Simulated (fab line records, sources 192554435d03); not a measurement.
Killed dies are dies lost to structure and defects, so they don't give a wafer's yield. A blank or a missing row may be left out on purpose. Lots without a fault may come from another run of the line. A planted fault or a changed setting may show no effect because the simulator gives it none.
Which tool did it? | flow n5_finfet | 24 lots, 72 wafers sampled, at 5 steps of a route of 1938

WHAT THE GAUGES READ, wafer by wafer
N5_BEOL_M13_OVL_MEAS_29. Usual: M13_OVL -3 nm, standard deviation 5.6.
lot  | measured     | on         | M13_OVL (nm) | flag
L074 | day 11 17:01 | overlay-02 | 4 -1 2       |
L076 | day 11 23:55 | overlay-01 | 0 2 -8       |
L075 | day 12 04:52 | overlay-01 | -8 2 -8      |
L077 | day 12 05:38 | overlay-01 | -6 -15 -9    |
L078 | day 12 07:47 | overlay-01 | -11 -10 -17  |
L079 | day 12 22:05 | overlay-02 | -1 -2 -2     |
L080 | day 13 04:11 | overlay-02 | 2 -4 2       |
L083 | day 13 12:34 | overlay-01 | -2 -17 -15   |
L081 | day 13 13:05 | overlay-01 | 1 13 4       |
L082 | day 13 16:49 | overlay-01 | 3 0 -2       |
L086 | day 13 22:34 | overlay-01 | -10 -12 0    |
L084 | day 14 00:13 | overlay-02 | 7 -1 6       |
L087 | day 14 17:56 | overlay-01 | 1 2 0        |
L088 | day 15 00:50 | overlay-02 | -10 -4 -5    |
L089 | day 15 01:33 | overlay-01 | -5 -7 -4     |
L085 | day 15 01:44 | overlay-01 | -2 -2 -5     |
L090 | day 15 07:11 | overlay-02 | -1 0 4       |
L091 | day 15 10:31 | overlay-01 | -10 -8 -15   |
L092 | day 16 00:50 | overlay-02 | 5 -1 3       |
L094 | day 16 15:38 | overlay-02 | 0 -3 1       |
L093 | day 16 15:59 | overlay-02 | 4 -4 3       |
L097 | day 17 01:47 | overlay-02 | -5 -7 -6     |
L095 | day 17 01:58 | overlay-02 | -10 -6 2     |
L096 | day 17 12:45 | overlay-01 | 3 -11 -8     |

N5_BEOL_M13_THK_MEAS_50: measures by xrf. Usual: M13_THK 423 nm, standard deviation 8.
lot  | measured     | on            | M13_THK (nm) | flag
L074 | day 11 20:51 | film_metro-01 | 421 424 423  |
L076 | day 12 03:02 | film_metro-01 | 435 430 429  |
L075 | day 12 11:29 | film_metro-02 | 412 422 430  |
L077 | day 12 11:45 | film_metro-02 | 426 422 437  |
L078 | day 12 12:17 | film_metro-01 | 433 422 427  |
L079 | day 13 01:41 | film_metro-01 | 421 424 423  |
L080 | day 13 07:23 | film_metro-01 | 423 425 424  |
L083 | day 13 15:28 | film_metro-01 | 409 413 419  |
L081 | day 13 16:34 | film_metro-02 | 421 405 413  |
L082 | day 13 20:03 | film_metro-02 | 411 413 409  |
L086 | day 14 02:15 | film_metro-01 | 422 421 418  |
L084 | day 14 02:45 | film_metro-02 | 411 418 416  |
L087 | day 14 22:09 | film_metro-02 | 420 422 434  |
L088 | day 15 04:22 | film_metro-01 | 431 422 429  |
L089 | day 15 06:39 | film_metro-01 | 420 408 415  |
L085 | day 15 07:50 | film_metro-01 | 435 430 422  |
L090 | day 15 09:26 | film_metro-01 | 426 433 435  |
L091 | day 15 13:19 | film_metro-01 | 440 433 428  |
L092 | day 16 02:54 | film_metro-01 | 418 427 422  |
L094 | day 16 18:49 | film_metro-02 | 418 432 415  |
L093 | day 16 19:06 | film_metro-01 | 408 413 406  |
L097 | day 17 05:00 | film_metro-02 | 426 424 417  |
L095 | day 17 06:58 | film_metro-01 | 435 428 433  |
L096 | day 17 16:58 | film_metro-02 | 428 417 409  |

N5_BEOL_M13_RS_MEAS_54: measures by four-point-probe. Usual: M13_RS 0.0450 ohm/sq, standard deviation 0.00072.
lot  | measured     | on            | M13_RS (ohm/sq)      | flag
L074 | day 11 20:59 | film_metro-02 | 0.0453 0.0451 0.0452 |
L076 | day 12 03:10 | film_metro-02 | 0.0439 0.0444 0.0445 |
L075 | day 12 11:36 | film_metro-01 | 0.0459 0.0449 0.0440 |
L077 | day 12 11:52 | film_metro-02 | 0.0445 0.0448 0.0434 |
L078 | day 12 12:25 | film_metro-02 | 0.0445 0.0453 0.0450 |
L079 | day 13 01:49 | film_metro-02 | 0.0455 0.0452 0.0454 |
L080 | day 13 07:31 | film_metro-02 | 0.0455 0.0454 0.0452 |
L083 | day 13 15:35 | film_metro-01 | 0.0466 0.0460 0.0454 |
L081 | day 13 16:41 | film_metro-01 | 0.0448 0.0464 0.0452 |
L082 | day 13 20:11 | film_metro-01 | 0.0457 0.0456 0.0458 |
L086 | day 14 02:23 | film_metro-01 | 0.0454 0.0453 0.0457 |
L084 | day 14 02:53 | film_metro-01 | 0.0462 0.0453 0.0457 |
L087 | day 14 22:17 | film_metro-02 | 0.0455 0.0452 0.0441 |
L088 | day 15 04:29 | film_metro-01 | 0.0441 0.0450 0.0442 |
L089 | day 15 06:47 | film_metro-01 | 0.0451 0.0464 0.0459 |
L085 | day 15 07:58 | film_metro-01 | 0.0443 0.0445 0.0456 |
L090 | day 15 09:34 | film_metro-01 | 0.0452 0.0446 0.0443 |
L091 | day 15 13:27 | film_metro-02 | 0.0437 0.0445 0.0447 |
L092 | day 16 03:02 | film_metro-02 | 0.0456 0.0446 0.0452 |
L094 | day 16 18:56 | film_metro-01 | 0.0456 0.0443 0.0458 |
L093 | day 16 19:14 | film_metro-02 | 0.0464 0.0460 0.0467 |
L097 | day 17 05:08 | film_metro-02 | 0.0439 0.0442 0.0451 |
L095 | day 17 07:08 | film_metro-02 | 0.0437 0.0443 0.0437 |
L096 | day 17 17:07 | film_metro-01 | 0.0446 0.0456 0.0465 |

N5_BEOL_M13_INSPECT_55: inspects for defects (darkfield). Usual: raw_defect_count 66, standard deviation 22.
lot  | measured     | on                | raw_defect_count | flag
L074 | day 11 21:00 | defect_inspect-02 | 70 100 125       |
L076 | day 12 03:12 | defect_inspect-02 | 96 53 55         |
L075 | day 12 11:38 | defect_inspect-02 | 62 50 43         |
L077 | day 12 11:54 | defect_inspect-01 | 43 116 127       |
L078 | day 12 12:26 | defect_inspect-02 | 83 72 73         |
L079 | day 13 01:50 | defect_inspect-01 | 84 56 71         |
L080 | day 13 07:32 | defect_inspect-01 | 105 87 144       |
L083 | day 13 15:37 | defect_inspect-01 | 58 94 115        |
L081 | day 13 16:43 | defect_inspect-01 | 67 78 49         |
L082 | day 13 20:13 | defect_inspect-01 | 103 65 80        |
L086 | day 14 02:24 | defect_inspect-01 | 68 53 54         |
L084 | day 14 02:55 | defect_inspect-02 | 44 47 46         |
L087 | day 14 22:19 | defect_inspect-02 | 54 79 56         |
L088 | day 15 04:31 | defect_inspect-01 | 48 93 55         |
L089 | day 15 06:49 | defect_inspect-01 | 59 47 76         |
L085 | day 15 07:59 | defect_inspect-02 | 61 46 84         |
L090 | day 15 09:35 | defect_inspect-02 | 47 53 42         |
L091 | day 15 13:28 | defect_inspect-02 | 59 64 61         |
L092 | day 16 03:04 | defect_inspect-02 | 55 63 49         |
L094 | day 16 18:58 | defect_inspect-01 | 45 60 30         |
L093 | day 16 19:15 | defect_inspect-01 | 79 55 67         |
L097 | day 17 05:09 | defect_inspect-01 | 46 59 36         |
L095 | day 17 07:10 | defect_inspect-01 | 53 84 149        |
L096 | day 17 17:09 | defect_inspect-01 | 68 56 66         |

WHICH TOOL RAN EACH LOT (tool, then ch and the chambers of the sampled wafers, then the start)
lot  | N5_BEOL_M13_TRENCH_ETCH_34
L074 | rie_diel-06 ch 1,2, day 11 17:28
L076 | rie_diel-04 ch 0,1,3, day 12 00:23
L075 | rie_diel-03 ch 0,1,2, day 12 05:19
L077 | rie_diel-03 ch 0,1,3, day 12 06:11
L078 | rie_diel-04 ch 1,2, day 12 08:15
L079 | rie_diel-06 ch 2,3, day 12 22:33
L080 | rie_diel-03 ch 1,3, day 13 04:39
L083 | rie_diel-06 ch 0,1,2, day 13 13:01
L081 | rie_diel-06 ch 0,1,3, day 13 13:34
L082 | rie_diel-06 ch 0,2,3, day 13 17:17
L086 | rie_diel-06 ch 0,2,3, day 13 23:02
L084 | rie_diel-03 ch 1,2,3, day 14 00:41
L087 | rie_diel-04 ch 0,1,2, day 14 18:23
L088 | rie_diel-03 ch 0,2,3, day 15 01:20
L089 | rie_diel-06 ch 0,1,2, day 15 02:01
L085 | rie_diel-03 ch 0,1,2, day 15 02:12
L090 | rie_diel-06 ch 0,1,2, day 15 07:44
L091 | rie_diel-04 ch 0,2, day 15 11:13
L092 | rie_diel-06 ch 0,1,2, day 16 01:18
L094 | rie_diel-04 ch 0,1,2, day 16 16:05
L093 | rie_diel-06 ch 1,2, day 16 16:27
L097 | rie_diel-04 ch 0,2,3, day 17 02:29
L095 | rie_diel-04 ch 2,3, day 17 02:58
L096 | rie_diel-06 ch 1,2,3, day 17 13:13
- N5_BEOL_M13_TRENCH_ETCH_34: etches SiOC in C4F8/O2/Ar, target depth 413.47 nm, time 162.6 s.

WHAT THE TOOLS THEMSELVES READ (means of the sampled wafers that have a number; where no wafer has one, the mark that the record gives instead)
N5_BEOL_M13_TRENCH_ETCH_34. Usual: O2_flow_sccm 8.000 sccm, standard deviation 0.024; drypump_motor_current_A 5.8 A, standard deviation 0.35; he_outer_torr 29.99 Torr, standard deviation 0.064; mfc_ar_sccm 400.0 sccm, standard deviation 1.2; oes_product_au 0.78 a.u., standard deviation 0.089; rf_vpp_V 665 V, standard deviation 3.4; showerhead_plenum_p_Torr 3.39 Torr, standard deviation 0.12; throttle_valve_pct 24.24 %, standard deviation 0.3.
lot  | tool        | O2_flow_sccm (sccm) | drypump_motor_current_A (A) | he_outer_torr (Torr) | mfc_ar_sccm (sccm) | oes_product_au (a.u.) | rf_vpp_V (V) | showerhead_plenum_p_Torr (Torr) | throttle_valve_pct (%) | flag
L074 | rie_diel-06 | 8.021               | 5.8                         | 30.00                | 398.8              | 0.73                  | 662          | 3.28                            | 24.42                  |
L076 | rie_diel-04 | 8.013               | 5.7                         | 30.05                | 399.4              | 0.80                  | 667          | 3.49                            | 24.09                  |
L075 | rie_diel-03 | 8.002               | 5.6                         | 30.04                | 399.5              | 0.84                  | 667          | 3.45                            | 24.05                  |
L077 | rie_diel-03 | 7.998               | 6.0                         | 30.01                | 399.4              | 0.82                  | 665          | 3.39                            | 24.08                  |
L078 | rie_diel-04 | 7.996               | 5.8                         | 29.98                | 399.1              | 0.77                  | 668          | 3.52                            | 24.28                  |
L079 | rie_diel-06 | 7.983               | 5.8                         | 30.00                | 401.5              | 0.71                  | 661          | 3.27                            | 24.33                  |
L080 | rie_diel-03 | 7.993               | 6.1                         | 29.96                | 398.5              | 0.73                  | 663          | 3.35                            | 24.25                  |
L083 | rie_diel-06 | 7.988               | 5.6                         | 30.03                | 399.0              | 0.70                  | 664          | 3.35                            | 24.58                  |
L081 | rie_diel-06 | 7.999               | 5.9                         | 29.99                | 399.3              | 0.69                  | 663          | 3.34                            | 24.38                  |
L082 | rie_diel-06 | 7.996               | 5.8                         | 29.94                | 400.0              | 0.69                  | 663          | 3.34                            | 24.43                  |
L086 | rie_diel-06 | 8.004               | 5.8                         | 29.94                | 400.8              | 0.69                  | 663          | 3.34                            | 24.44                  |
L084 | rie_diel-03 | 7.970               | 5.9                         | 30.01                | 400.3              | 0.77                  | 665          | 3.38                            | 24.22                  |
L087 | rie_diel-04 | 8.007               | 5.8                         | 30.01                | 399.5              | 0.80                  | 665          | 3.44                            | 24.12                  |
L088 | rie_diel-03 | 8.006               | 5.8                         | 30.01                | 399.9              | 0.84                  | 666          | 3.41                            | 24.07                  |
L089 | rie_diel-06 | 7.994               | 5.6                         | 30.02                | 399.9              | 0.79                  | 664          | 3.35                            | 24.48                  |
L085 | rie_diel-03 | 8.010               | 5.6                         | 30.04                | 401.1              | 0.81                  | 666          | 3.44                            | 24.08                  |
L090 | rie_diel-06 | 7.982               | 5.7                         | 30.00                | 399.7              | 0.79                  | 663          | 3.35                            | 24.48                  |
L091 | rie_diel-04 | 7.998               | 5.9                         | 29.99                | 401.1              | 0.84                  | 664          | 3.37                            | 23.96                  |
L092 | rie_diel-06 | 7.991               | 5.6                         | 29.92                | 400.6              | 0.78                  | 663          | 3.34                            | 24.49                  |
L094 | rie_diel-04 | 8.021               | 5.8                         | 30.05                | 400.0              | 0.78                  | 665          | 3.43                            | 24.14                  |
L093 | rie_diel-06 | 8.006               | 5.6                         | 30.03                | 401.6              | 0.69                  | 662          | 3.26                            | 24.52                  |
L097 | rie_diel-04 | 8.013               | 5.8                         | 30.01                | 400.5              | 0.81                  | 666          | 3.45                            | 24.03                  |
L095 | rie_diel-04 | 8.000               | 5.9                         | 29.96                | 400.1              | 0.84                  | 667          | 3.49                            | 24.14                  |
L096 | rie_diel-06 | 8.018               | 5.9                         | 30.02                | 400.2              | 0.77                  | 664          | 3.38                            | 24.19                  |

THE ANSWER, worked out from the rows above alone
Rule: a lot is off if the mean of its wafers that have a number lies more than 3 standard deviations from the usual mean. A lot without any number at a reading at which 4 lots or more have one is off too. The other lots that the step has rows for count as sound. The gauges are gone through in route order, then the tools' own readings, and for those a lot's mean is taken as printed above. The first step at which some lot is off is used, and at that step the reading that is off furthest; a lot without a number counts as furthest.
No lot is off at any reading shown: from this, nothing can be told.

WHAT THE SIMULATOR HAD PUT IN
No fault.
